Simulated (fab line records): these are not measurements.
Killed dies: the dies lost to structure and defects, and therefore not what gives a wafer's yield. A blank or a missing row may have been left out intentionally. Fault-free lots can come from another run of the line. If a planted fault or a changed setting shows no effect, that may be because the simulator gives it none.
Comparing a struck lot with a sound one	flow n5-finfet	31 out of 1938 route steps
Sound: wafers L339.1, L339.2, L339.4. Wafers struck: L327.1, L327.3, L327.5. The cause is named last.
Order at every step that has rows: each side's tool, ch and its chambers, its first start. Under that, the readings that differ: sound wafers	struck wafers	difference of the means	sigmas: that difference in standard deviations of wafers without a fault.
alike: readings whose means differ by less than 2 such deviations, and words and numbers that are the same on both sides. not compared: withheld readings, readings that some wafer has no value for, bounds like >300 that may hide the same value, and numbers for which the record gives no deviation and whose values overlap.
Wherever a step has rows on one side only, a row that says differs or no value, or a row with sigmas, the two part there. Numbers that don't overlap but have no deviation are shown without sigmas and don't part them. Lack of a reading on every wafer of one side parts them only where that side has two or more wafers.

first, 10 steps without rows for these wafers: N5_HKMG_FIN_DESCUM_53 (chemistry O2, time 7.9 s); N5_HKMG_FIN_ETCH_54 (etches SiARC in CF4, target depth 45.5 nm, time 75.8 s); N5_HKMG_FIN_ETCH_55 (etches SOC in N2/H2, target depth 240 nm, time 300 s); N5_HKMG_FIN_STRIP_56 (strips in N2/H2); N5_HKMG_FIN_STRIP_57 (strips in CF4); N5_HKMG_FIN_ETCH_58 (etches SOC in N2/H2, target depth 215.8 nm, time 741 s); N5_HKMG_FIN_STRIP_93 (strips SOC in N2/H2, time 20 s); N5_HKMG_FIN_WET_ETCH_76 (etches Al2O3 in dNH4OH, stops on La2O3, target depth 2.25 nm, rinse time 30 s); N5_HKMG_FIN_STRIP_60 (strips in N2/H2, time 360 s); N5_HKMG_FIN_WET_ETCH_77 (etches La2O3 in dHCl, stops on HfO2, target depth 2 nm).
N5_HKMG_FIN_WET_ETCH_78: etches Al2O3 in dNH4OH, stops on La2O3, target depth 4.5 nm, rinse time 30 s.
  sound on wet-bench-03 ch 2,6,7, day 9 10:40; struck on wet-bench-05 ch 0,1,3, day 6 08:17
then, 17 steps without rows for these wafers: N5_HKMG_FIN_ALD_79 (deposits TiN, target thk 1.5 nm, pulse time 1 s, purge time 3 s); N5_HKMG_FIN_CVD_62 (deposits a-Si from Si2H6, target thk 3 nm, time 20.8 s); N5_HKMG_FIN_RTA_80 (time 2 s); N5_HKMG_FIN_PRECLEAN_64 (cleans in dHF, time 30 s); N5_HKMG_FIN_WET_ETCH_65 (etches a-Si in TMAH, stops on TiN, time 49 s, target depth 3 nm); N5_HKMG_FIN_WET_ETCH_81 (etches TiN in SC1, stops on HfO2, time 57 s, target depth 6 nm); N5_HKMG_FIN_WET_ETCH_82 (etches La2O3 in dHCl, stops on HfO2, target depth 2 nm, rinse time 30 s); N5_HKMG_FIN_ALD_36 (deposits TiN, target thk 1 nm, pulse time 1 s, purge time 3 s); N5_HKMG_FIN_PWFM_ALD_03 (deposits TiN, target thk 2 nm, pulse time 1 s, purge time 3 s); N5_HKMG_FIN_COAT_29 (time 60 s, resist thk 300 nm); N5_HKMG_FIN_COAT_30 (time 60 s, resist thk 35 nm); N5_HKMG_FIN_COAT_06 (resist thk 90 nm); N5_HKMG_FIN_EBR_08; N5_HKMG_FIN_SOFTBAKE_07 (time 60 s); N5_HKMG_FIN_EXPOSE_09 (exposes mask NWFM); N5_HKMG_FIN_PEB_10 (peb time 60 s); N5_HKMG_FIN_DEVELOP_11 (develop time 30 s).
N5_HKMG_FIN_INSPECT_14: inspects for defects (macro).
  sound: defect-inspect-01 at day 9 12:56; struck: defect-inspect-01 at day 6 10:20
reading	sound	struck	difference	sigmas
raw-defect-count	3 3 3	>300 >300 >300	differs	
then, 1 step without rows for these wafers: N5_HKMG_FIN_DESCUM_17 (chemistry O2, time 7.9 s).
-- the record jumps here: 8 days lie between the struck wafers' starts before and after (it left off in module HKMG_FIN and takes up again in module PASSIVATION, whose first step shown is number 1936 of the route) --
N5_PASSIVATION_PROBE_49:
  only the struck wafers here have rows in the record (prober-02, day 14 19:34); the sound ones have none

## WHERE THEY PART
First at N5_HKMG_FIN_INSPECT_14; last, within this record, at N5_PASSIVATION_PROBE_49.

WHY: the cause the simulator had injected
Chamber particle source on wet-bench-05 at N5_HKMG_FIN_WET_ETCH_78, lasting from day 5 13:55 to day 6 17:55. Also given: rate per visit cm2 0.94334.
